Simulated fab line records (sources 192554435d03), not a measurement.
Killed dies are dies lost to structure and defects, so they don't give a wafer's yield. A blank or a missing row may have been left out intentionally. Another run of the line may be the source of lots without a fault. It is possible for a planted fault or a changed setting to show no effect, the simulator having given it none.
Struck lot and sound lot, side by side	flow n5Finfet	15 out of 1938 route steps
Sound: these wafers, L513.1, L513.4, L513.5. Struck: wafer L515.6 (left out: L515.5, a lot-mate that was not struck); the cause follows at the end.
At each step with rows: each side's tool, then ch and its chambers, then its first start. Under that, the readings that differ: sound wafers	struck wafers	difference of the means	sigmas: that difference in standard deviations of wafers without a fault.
alike: words and numbers the same on both sides, and readings whose means are apart by under 2 such deviations; not compared: readings that were withheld, readings missing a value for some wafer, numbers with overlapping values and no deviation given by the record, and bounds like >300 which may hide the same value.
The two part at a step that has a row with sigmas, a row that says differs or no value, or rows on one side only. Numbers that have no deviation but don't overlap get no sigmas and don't part them. A reading that every wafer of one side lacks parts them only if that side has two wafers or more.

N5_BEOL_M5_STRIP_91: strips in N2/H2, time 10 s.
  sound: rieDiel-03 ch 1,3; struck: rieDiel-03 ch 2
  alike: drypumpMotorCurrentA, oesProductAu, rfVppV, showerheadPlenumPTorr, throttleValvePct
  not compared: rfHoursCounterH
N5_BEOL_M5_OCD_MEAS_38:
  sound: ocd-01 at day 8 11:38; struck: ocd-02 at day 8 23:35
  alike: trenchDepthNm
then, 4 steps without rows for these wafers: N5_BEOL_M5_HM_STRIP_39 (strips TiN in peroxide tin strip, target depth 25 nm, time 158 s); N5_BEOL_M5_SRD_40 (time 30 s); N5_BEOL_M5_PRECLEAN_42 (cleans in residue remover, time 60 s); N5_BEOL_M5_SRD_43 (time 30 s).
N5_BEOL_M5_CD_MEAS_35: target cd 28 nm, target cd y 24 nm.
  sound: cdSem-01 at day 8 11:47; struck: cdSem-02 at day 8 23:44
  alike: cdNm
then, 1 step without rows for these wafers: N5_BEOL_M5_CURE_80 (cures SiCOH lowk, time 120 s).
N5_BEOL_M5_DEGAS_44: time 60 s.
  sound: pvdSputter-03 at day 8 12:10; struck: pvdSputter-01 at day 9 00:24
  alike: heaterPowerW
N5_BEOL_M5_PRE_CLEAN_45: time 30 s.
  sound: pvdSputter-03 at day 8 12:12; struck: pvdSputter-01 at day 9 00:26
  alike: heaterPowerW
then, 1 step without rows for these wafers: N5_BEOL_M5_ALD_86 (deposits TaN, pulse time 2 s, purge time 3 s, co reactant purge time 2 s).
N5_BEOL_M5_SURFACE_TREAT_87:
  sound: pvdSputter-03 at day 8 12:59; struck: pvdSputter-02 at day 9 02:23
  not compared: throttleValvePct
N5_BEOL_M5_CVD_47: deposits Co from CCTBA/H2, target thk 3 nm, time 216 s.
  sound on cvdCo-02 ch 0,1,2, day 8 13:16; struck on cvdCo-01 ch 1, day 9 02:29
reading	sound	struck	difference	sigmas
runLengthS (s)	239.1 239.2 240.4	241.9	+2.3	+4
N5_BEOL_M5_SPUTTER_48: material Cu, target thk 15 nm, time 27.62 s.
  sound: pvdSputter-01 at day 8 13:56; struck: pvdSputter-01 at day 9 02:40
  alike: chamberPressurePa, throttleValvePct
then, 1 step without rows for these wafers: N5_PASSIVATION_PROBE_49.

## WHERE THEY PART
At N5_BEOL_M5_CVD_47 and nowhere else, as far as this record goes. Later steps at which nothing parts them and some readings are alike: N5_BEOL_M5_SPUTTER_48.

WHY: what the simulator had put in
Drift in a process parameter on cvdCo-01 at N5_BEOL_M5_CVD_47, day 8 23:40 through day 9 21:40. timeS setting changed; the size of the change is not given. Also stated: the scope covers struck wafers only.
